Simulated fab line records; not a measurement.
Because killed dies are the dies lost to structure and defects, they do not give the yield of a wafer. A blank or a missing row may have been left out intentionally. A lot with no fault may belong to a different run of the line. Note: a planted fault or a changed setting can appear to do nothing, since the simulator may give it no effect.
Split-lot trial + flow n5 finfet + 21 wafers read across 7 lots, on a route 1938 steps long

## ABOUT THE SPLIT
At N5_BEOL_M11_EXPOSE_08 (exposes mask M11), the setting dose mj was moved away from the recipe's 53.75 on 7 of the 21 wafers read, by -5.6% to +6.3%. The other wafers ran this setting at the recipe's value.

## FROM THE SPLIT TO THE READING: what the file shows between them, 18 steps
- N5_BEOL_M11_PEB_09: peb time 60 s
- N5_BEOL_M11_DEVELOP_10: develop time 30 s
- N5_BEOL_M11_CD_MEAS_11: target cd 64.1 nm
- N5_BEOL_M11_DESCUM_16: chemistry O2, time 7.9 s
- N5_BEOL_M11_ETCH_61: etches SiARC in CF4, target depth 39 nm, time 65 s
- N5_BEOL_M11_ETCH_62: etches SOC in N2/H2, target depth 110 nm, overetch 22 nm, time 165 s
- N5_BEOL_M11_STRIP_68: strips in N2/H2
- N5_BEOL_M11_STRIP_67: strips in CF4
- N5_BEOL_M11_HM_OPEN_17: chemistry Cl2/BCl3, target TiN, target depth 20 nm, overetch 6 nm
- N5_BEOL_M11_STRIP_19: strips in O2
- N5_BEOL_M11_CD_MEAS_18: pitch 140 nm, target cd 70 nm
- N5_BEOL_M11_COAT_63: time 60 s, resist thk 100 nm
- N5_BEOL_M11_COAT_64: time 60 s, resist thk 30 nm
- N5_BEOL_M11_STRIP_77: strips in N2/H2, time 10 s
- N5_BEOL_M11_HM_STRIP_39: strips TiN in peroxide tin strip, target depth 25 nm, time 158 s
- N5_BEOL_M11_SRD_40: time 30 s
- N5_BEOL_M11_PRECLEAN_42: cleans in residue remover, time 60 s
- N5_BEOL_M11_SRD_43: time 30 s

## THE READING
cd nm (nm) at N5_BEOL_M11_CD_MEAS_35, where the cd target is 70 nm. On this fab line, fault-free wafers typically give 69.8 nm with a standard deviation of 0.7 nm.

| wafer  | tool, chamber at the split | dose mj as run | against the recipe | cd nm, nm | against lot-mates on the recipe |
|--------|----------------------------|----------------|--------------------|-----------|---------------------------------|
| L077.2 | arfi scanner-01, 0         | 53.75          | recipe             | 69.5      | -                               |
| L077.3 | arfi scanner-01, 0         | 57.12          | +6.3%              | 72.7      | +3.2                            |
| L077.4 | arfi scanner-01, 0         | 57.12          | +6.3%              | 73.8      | +4.3                            |
| L079.2 | arfi scanner-03, 0         | 51.96          | -3.3%              | 69.5      | -0.6                            |
| L079.5 | arfi scanner-03, 0         | 51.96          | -3.3%              | 68.7      | -1.4                            |
| L079.6 | arfi scanner-03, 0         | 53.75          | recipe             | 70.1      | -                               |
| L078.1 | arfi scanner-03, 0         | 53.75          | recipe             | 69.1      | -                               |
| L078.2 | arfi scanner-03, 0         | 53.75          | recipe             | 70.3      | -                               |
| L078.6 | arfi scanner-03, 0         | 53.75          | recipe             | 70.1      | -                               |
| L080.3 | arfi scanner-01, 0         | 51.93          | -3.4%              | 67.3      | -2.4                            |
| L080.4 | arfi scanner-01, 0         | 53.75          | recipe             | 69.9      | -                               |
| L080.5 | arfi scanner-01, 0         | 53.75          | recipe             | 69.5      | -                               |
| L083.2 | arfi scanner-02, 0         | 53.75          | recipe             | 70.6      | -                               |
| L083.3 | arfi scanner-02, 0         | 53.75          | recipe             | 70.1      | -                               |
| L083.5 | arfi scanner-02, 0         | 53.75          | recipe             | 70.6      | -                               |
| L084.1 | arfi scanner-01, 0         | 53.75          | recipe             | 69.4      | -                               |
| L084.2 | arfi scanner-01, 0         | 53.75          | recipe             | 70.4      | -                               |
| L084.4 | arfi scanner-01, 0         | 50.73          | -5.6%              | 67.3      | -2.6                            |
| L085.2 | arfi scanner-02, 0         | 51.11          | -4.9%              | 67.5      | -2.2                            |
| L085.5 | arfi scanner-02, 0         | 53.75          | recipe             | 69.7      | -                               |
| L085.6 | arfi scanner-02, 0         | 53.75          | recipe             | 69.8      | -                               |

THE FIT
A straight line over all 21 wafers: cd nm changes by +0.496 nm for each +1% of dose mj; r = +0.93; the points scatter about the line by 0.56 nm.
The same after taking each lot's own level away (the mean of its wafers on the recipe; 21 wafers): +0.526 nm for each +1%; r = +0.96; scatter 0.48 nm.
On that fit, the largest move of dose mj shifts the reading by 3.3 nm.
From 69.50 to 70.43 nm: that is the span of the lots' own levels, equal to 1.3 times the standard deviation above.
Hence the lot-to-lot level has little effect on the slope; both slopes agree.
Check: +3.52 nm against its lot-mates is what the line predicts for one of the wafers moved furthest among these (+6.3%) when that wafer is left out of the fit. It came out at +3.2 nm against them.

## THE OTHER SPLITS THESE WAFERS WENT THROUGH
Note: prior to the reading, these wafers also went through further splits. Each is held against what the fit with the lots' levels taken away leaves over:
| other split on the same wafers     | wafers away from the commonest value | r with cd nm (lot level and that fit taken away) |
|------------------------------------|--------------------------------------|--------------------------------------------------|
| N5_BEOL_M9_DESCUM_16 time s        | 6                                    | -0.01                                            |
| N5_BEOL_M9_TRENCH_ETCH_37 source w | 5                                    | +0.29                                            |
| N5_BEOL_M11_PECVD_70 temp c        | 3                                    | -0.04                                            |

## THE WHOLE CHAIN: every reading that the file lists as answering this split, in the file's order
| step                   | what it does                                                         | reading                                                                | change (the file's fit)               | r (the file's) |
|------------------------|----------------------------------------------------------------------|------------------------------------------------------------------------|---------------------------------------|----------------|
| N5_BEOL_M11_CD_MEAS_11 | target cd 64.1 nm                                                    | cd nm                                                                  | +0.556 nm for each +1% of the setting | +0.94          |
| N5_BEOL_M11_ETCH_61    | etches SiARC in CF4, target depth 39 nm, time 65 s                   | BEOL_M11.cd offset nm (the simulator's own value, which no gauge read) | +0.527 nm for each +1% of the setting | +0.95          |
| N5_BEOL_M11_ETCH_62    | etches SOC in N2/H2, target depth 110 nm, overetch 22 nm, time 165 s | BEOL_M11.cd offset nm (the simulator's own value, which no gauge read) | +0.482 nm for each +1% of the setting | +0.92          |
| N5_BEOL_M11_HM_OPEN_17 | chemistry Cl2/BCl3, target TiN, target depth 20 nm, overetch 6 nm    | BEOL_M11.cd offset nm (the simulator's own value, which no gauge read) | +0.492 nm for each +1% of the setting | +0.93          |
| N5_BEOL_M11_CD_MEAS_18 | pitch 140 nm, target cd 70 nm                                        | cd nm                                                                  | +0.514 nm for each +1% of the setting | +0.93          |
| N5_BEOL_M11_CD_MEAS_35 | target cd 70 nm                                                      | cd nm                                                                  | +0.521 nm for each +1% of the setting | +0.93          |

## THE FILE'S OWN FIT
cd nm changes by +0.521 nm for each +1% of dose mj, r = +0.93.
